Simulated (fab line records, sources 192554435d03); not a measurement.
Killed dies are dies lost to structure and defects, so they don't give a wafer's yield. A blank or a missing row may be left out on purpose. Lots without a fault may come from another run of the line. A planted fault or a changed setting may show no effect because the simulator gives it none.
Which tool did it? | flow n5_finfet | 24 lots, 72 wafers sampled, at 3 steps of a route of 1938

WHAT THE GAUGES READ, wafer by wafer
N5_BEOL_M8_OVL_MEAS_29. Usual: V7_OVL 0.6 nm, standard deviation 0.66.
lot  | measured     | on         | V7_OVL (nm)   | flag
L076 | day 11 07:32 | overlay-01 | -0.4 0.0 -1.2 |
L078 | day 11 17:48 | overlay-02 | 0.8 0.3 1.2   |
L074 | day 11 20:48 | overlay-02 | 0.7 -0.1 0.7  |
L077 | day 12 02:31 | overlay-01 | 1.2 1.0 0.5   |
L079 | day 12 04:31 | overlay-01 | -0.6 0.6 1.3  |
L080 | day 12 04:55 | overlay-02 | 1.0 1.4 0.4   |
L075 | day 12 08:58 | overlay-02 | 0.4 1.5 0.6   |
L081 | day 13 01:37 | overlay-02 | 0.5 0.5 0.9   |
L082 | day 13 01:59 | overlay-02 | -0.6 0.8 -0.2 |
L083 | day 13 03:53 | overlay-02 | -0.5 0.5 0.6  |
L086 | day 14 04:05 | overlay-02 | 0.4 0.5 0.3   |
L085 | day 14 12:13 | overlay-01 | 0.0 0.0 0.6   |
L084 | day 14 12:20 | overlay-01 | 0.7 1.1 0.6   |
L087 | day 14 17:19 | overlay-01 | 1.1 1.2 1.4   |
L088 | day 15 05:17 | overlay-02 | 1.3 1.4 -1.1  |
L089 | day 15 05:19 | overlay-01 | -0.1 0.7 2.0  |
L091 | day 15 06:40 | overlay-01 | 0.4 0.2 0.3   |
L094 | day 15 16:56 | overlay-01 | 0.0 0.0 0.0   |
L090 | day 15 16:58 | overlay-02 | 1.5 -0.1 0.2  |
L092 | day 16 00:05 | overlay-01 | 1.2 0.3 1.0   |
L093 | day 16 05:01 | overlay-02 | 0.7 0.8 0.6   |
L096 | day 17 03:06 | overlay-02 | 0.2 1.2 0.9   |
L095 | day 17 03:16 | overlay-02 | 0.5 0.9 2.1   |
L097 | day 18 06:20 | overlay-02 | 0.6 1.2 1.4   |

N5_BEOL_M8_RS_MEAS_57: measures by four-point-probe. Usual: M8_RS 0.281 ohm/sq, standard deviation 0.0078.
lot  | measured     | on            | M8_RS (ohm/sq)    | flag
L076 | day 11 10:11 | film_metro-02 | 0.275 0.293 0.273 |
L078 | day 11 20:34 | film_metro-02 | 0.270 0.292 0.282 |
L074 | day 11 23:35 | film_metro-02 | 0.281 0.293 0.279 |
L077 | day 12 05:41 | film_metro-01 | 0.287 0.295 0.293 |
L079 | day 12 07:51 | film_metro-02 | 0.293 0.283 0.288 |
L080 | day 12 08:08 | film_metro-02 | 0.289 0.294 0.286 |
L075 | day 12 12:50 | film_metro-01 | 0.284 0.266 0.271 |
L081 | day 13 04:35 | film_metro-01 | 0.270 0.287 0.281 |
L082 | day 13 05:29 | film_metro-02 | 0.296 0.274 0.271 |
L083 | day 13 07:03 | film_metro-02 | 0.279 0.297 0.293 |
L086 | day 14 07:41 | film_metro-02 | 0.291 0.284 0.285 |
L085 | day 14 15:13 | film_metro-02 | 0.274 0.283 0.274 |
L084 | day 14 16:32 | film_metro-02 | 0.280 0.269 0.269 |
L087 | day 14 22:05 | film_metro-01 | 0.277 0.270 0.269 |
L088 | day 15 08:24 | film_metro-01 | 0.283 0.285 0.284 |
L089 | day 15 08:44 | film_metro-02 | 0.279 0.282 0.280 |
L091 | day 15 10:18 | film_metro-02 | 0.286 0.289 0.274 |
L094 | day 15 20:39 | film_metro-01 | 0.278 0.284 0.282 |
L090 | day 15 21:53 | film_metro-02 | 0.280 0.285 0.282 |
L092 | day 16 04:08 | film_metro-02 | 0.280 0.271 0.293 |
L093 | day 16 07:56 | film_metro-02 | 0.280 0.280 0.287 |
L096 | day 17 06:48 | film_metro-01 | 0.284 0.279 0.283 |
L095 | day 17 07:21 | film_metro-02 | 0.274 0.291 0.273 |
L097 | day 18 10:38 | film_metro-01 | 0.279 0.281 0.271 |

WHICH TOOL RAN EACH LOT (tool, then ch and the chambers of the sampled wafers, then the start)
lot  | N5_BEOL_M8_STRIP_80
L076 | rie_diel-03 ch 0,1,2, day 11 10:11 or earlier
L078 | rie_diel-02 ch 1,2,3, day 11 20:34 or earlier
L074 | rie_diel-03 ch 1,2, day 11 23:35 or earlier
L077 | rie_diel-06 ch 1,2, day 12 05:41 or earlier
L079 | rie_diel-02 ch 1,3, day 12 07:51 or earlier
L080 | rie_diel-06 ch 0,2, day 12 08:08 or earlier
L075 | rie_diel-03 ch 0,2, day 12 12:50 or earlier
L081 | rie_diel-03 ch 0,1,3, day 13 04:35 or earlier
L082 | rie_diel-03 ch 0,2, day 13 05:29 or earlier
L083 | rie_diel-03 ch 2,3, day 13 07:03 or earlier
L086 | rie_diel-06 ch 0,2,3, day 14 07:41 or earlier
L085 | rie_diel-06 ch 0,1,2, day 14 15:13 or earlier
L084 | rie_diel-03 ch 0,3, day 14 16:32 or earlier
L087 | rie_diel-06 ch 0,1,2, day 14 22:05 or earlier
L088 | rie_diel-03 ch 0,3, day 15 08:24 or earlier
L089 | rie_diel-02 ch 0,1,2, day 15 08:44 or earlier
L091 | rie_diel-03 ch 0,3, day 15 10:18 or earlier
L094 | rie_diel-02 ch 1,3, day 15 20:39 or earlier
L090 | rie_diel-06 ch 2,3, day 15 21:53 or earlier
L092 | rie_diel-03 ch 1,2,3, day 16 04:08 or earlier
L093 | rie_diel-03 ch 0,3, day 16 07:56 or earlier
L096 | rie_diel-06 ch 1,3, day 17 06:48 or earlier
L095 | rie_diel-03 ch 0,1,3, day 17 07:21 or earlier
L097 | rie_diel-06 ch 2,3, day 18 10:38 or earlier
- N5_BEOL_M8_STRIP_80: strips in N2/H2, time 10 s.

WHAT THE TOOLS THEMSELVES READ (means of the sampled wafers that have a number; where no wafer has one, the mark that the record gives instead)
N5_BEOL_M8_STRIP_80. Usual: drypump_motor_current_A 5.8 A, standard deviation 0.54; oes_product_au 0.81 a.u., standard deviation 0.11; rf_vpp_V 59.2 V, standard deviation 0.93; showerhead_plenum_p_Torr 2.56 Torr, standard deviation 0.096; throttle_valve_pct 23.6 %, standard deviation 0.43.
lot  | tool        | drypump_motor_current_A (A) | oes_product_au (a.u.) | rf_vpp_V (V) | showerhead_plenum_p_Torr (Torr) | throttle_valve_pct (%) | flag
L076 | rie_diel-03 | 5.5                         | 0.78                  | 59.2         | 2.51                            | 23.7                   |
L078 | rie_diel-02 | 5.7                         | 0.78                  | 58.9         | 2.47                            | 23.6                   |
L074 | rie_diel-03 | 5.9                         | 0.73                  | 59.4         | 2.56                            | 24.1                   |
L077 | rie_diel-06 | 5.9                         | 0.67                  | 59.6         | 2.61                            | 23.8                   |
L079 | rie_diel-02 | 5.8                         | 0.69                  | 58.7         | 2.48                            | 23.9                   |
L080 | rie_diel-06 | 6.0                         | 0.70                  | 59.2         | 2.62                            | 23.9                   |
L075 | rie_diel-03 | 5.1                         | 0.82                  | 59.5         | 2.45                            | 23.3                   |
L081 | rie_diel-03 | 5.7                         | 0.86                  | 59.7         | 2.61                            | 23.6                   |
L082 | rie_diel-03 | 5.1                         | 0.81                  | 59.6         | 2.45                            | 23.3                   |
L083 | rie_diel-03 | 5.8                         | 0.78                  | 58.7         | 2.50                            | 23.4                   |
L086 | rie_diel-06 | 6.3                         | 0.87                  | 59.0         | 2.61                            | 23.7                   |
L085 | rie_diel-06 | 5.8                         | 0.78                  | 59.8         | 2.61                            | 23.7                   |
L084 | rie_diel-03 | 5.3                         | 0.88                  | 58.6         | 2.55                            | 23.2                   |
L087 | rie_diel-06 | 5.8                         | 0.77                  | 59.5         | 2.61                            | 23.7                   |
L088 | rie_diel-03 | 5.7                         | 0.90                  | 59.8         | 2.63                            | 23.1                   |
L089 | rie_diel-02 | 5.6                         | 0.89                  | 59.8         | 2.55                            | 23.5                   |
L091 | rie_diel-03 | 5.7                         | 0.91                  | 59.2         | 2.62                            | 23.1                   |
L094 | rie_diel-02 | 5.8                         | 0.83                  | 58.3         | 2.47                            | 23.8                   |
L090 | rie_diel-06 | 6.4                         | 0.92                  | 60.1         | 2.60                            | 23.7                   |
L092 | rie_diel-03 | 5.9                         | 0.77                  | 58.7         | 2.57                            | 23.8                   |
L093 | rie_diel-03 | 5.3                         | 0.86                  | 58.6         | 2.54                            | 23.2                   |
L096 | rie_diel-06 | 5.7                         | 0.91                  | 59.5         | 2.59                            | 23.4                   |
L095 | rie_diel-03 | 5.6                         | 0.82                  | 58.9         | 2.59                            | 23.6                   |
L097 | rie_diel-06 | 6.6                         | 0.86                  | 59.2         | 2.58                            | 23.6                   |

THE ANSWER, worked out from the rows above alone
Rule: a lot is off if the mean of its wafers that have a number lies more than 3 standard deviations from the usual mean. A lot without any number at a reading at which 4 lots or more have one is off too. The other lots that the step has rows for count as sound. The gauges are gone through in route order, then the tools' own readings, and for those a lot's mean is taken as printed above. The first step at which some lot is off is used, and at that step the reading that is off furthest; a lot without a number counts as furthest.
No lot is off at any reading shown: from this, nothing can be told.

WHAT THE SIMULATOR HAD PUT IN
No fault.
